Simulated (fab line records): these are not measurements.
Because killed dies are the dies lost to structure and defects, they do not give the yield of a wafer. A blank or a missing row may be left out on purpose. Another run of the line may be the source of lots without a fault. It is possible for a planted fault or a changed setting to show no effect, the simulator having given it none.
Matching of chambers + flow nand_harc + rie_diel-06 running NHARC_P_ZERO_WELL_DESCUM_26: 4 sister chambers
The step chemistry O2, time 3 s. 14 wafers are shown with their chamber, then 7 later ones without.

== WAFERS WITH THEIR CHAMBER ==
| wafer  | chamber | showerhead_plenum_p_Torr (Torr) | oes_product_au (a.u.) | throttle_valve_pct (%) |
|--------|---------|---------------------------------|-----------------------|------------------------|
| L547.2 | 3       | 1.90                            | 1.009                 | 11.307                 |
| L547.4 | 0       | 1.85                            | 1.005                 | 11.318                 |
| L547.6 | 3       | 1.90                            | 1.015                 | 11.326                 |
| L549.1 | 2       | 2.00                            | 1.002                 | 11.311                 |
| L549.2 | 3       | 1.90                            | 1.016                 | 11.302                 |
| L549.3 | 1       | 1.79                            | 1.016                 | 11.322                 |
| L560.1 | 3       | 1.89                            | 1.004                 | 11.300                 |
| L560.2 | 2       | 1.99                            | 1.000                 | 11.300                 |
| L560.3 | 0       | 1.84                            | 0.998                 | 11.309                 |
| L563.2 | 3       | 1.88                            | 0.997                 | 11.321                 |
| L563.3 | 0       | 1.84                            | 1.003                 | 11.302                 |
| L563.6 | 0       | 1.84                            | 1.002                 | 11.312                 |
| L565.2 | 0       | 1.83                            | 0.996                 | 11.314                 |
| L565.3 | 3       | 1.88                            | 1.006                 | 11.305                 |

SIGNATURES (means of the wafers above)
| reading                  | chamber 0 | chamber 1 | chamber 2 | chamber 3 | scatter within a chamber |
|--------------------------|-----------|-----------|-----------|-----------|--------------------------|
| showerhead_plenum_p_Torr | 1.8400    | 1.7900    | 1.9950    | 1.8917    | 0.00856                  |
| oes_product_au           | 1.00080   | 1.01600   | 1.00100   | 1.00783   | 0.00558                  |
| throttle_valve_pct       | 11.31100  | 11.32200  | 11.30550  | 11.31017  | 0.00883                  |
Rule: distance of a wafer from a chamber = root of the sum over the readings of ((wafer's reading minus chamber's mean) / reading's scatter) squared. The wafer belongs to the nearest chamber; if the next one is less than 2 further off, it can't be placed. How the scatter is found: for the shown wafers, subtract from each reading the mean of its chamber, square and add these, divide the total by (wafers less chambers), then take the root.

== WAFERS WITH NO CHAMBER GIVEN ==
| wafer  | showerhead_plenum_p_Torr (Torr) | oes_product_au (a.u.) | throttle_valve_pct (%) |
|--------|---------------------------------|-----------------------|------------------------|
| L565.4 | 1.99                            | 1.008                 | 11.301                 |
| L566.2 | 1.78                            | 1.008                 | 11.296                 |
| L566.4 | 1.83                            | 1.000                 | 11.315                 |
| L566.6 | 1.83                            | 1.005                 | 11.297                 |
| L568.1 | 1.98                            | 1.007                 | 11.317                 |
| L568.4 | 1.83                            | 1.007                 | 11.305                 |
| L568.6 | 1.83                            | 1.010                 | 11.293                 |

== WHICH CHAMBER EACH WENT THROUGH ==
| wafer  | from the rows above | in truth |
|--------|---------------------|----------|
| L565.4 | 2                   | 2        |
| L566.2 | 1                   | 1        |
| L566.4 | 0                   | 0        |
| L566.6 | 0                   | 0        |
| L568.1 | 2                   | 2        |
| L568.4 | 0                   | 0        |
| L568.6 | 0                   | 0        |
Correctly placed: 7 of 7. Can't be placed from these rows: 0. 0 placed wrongly.
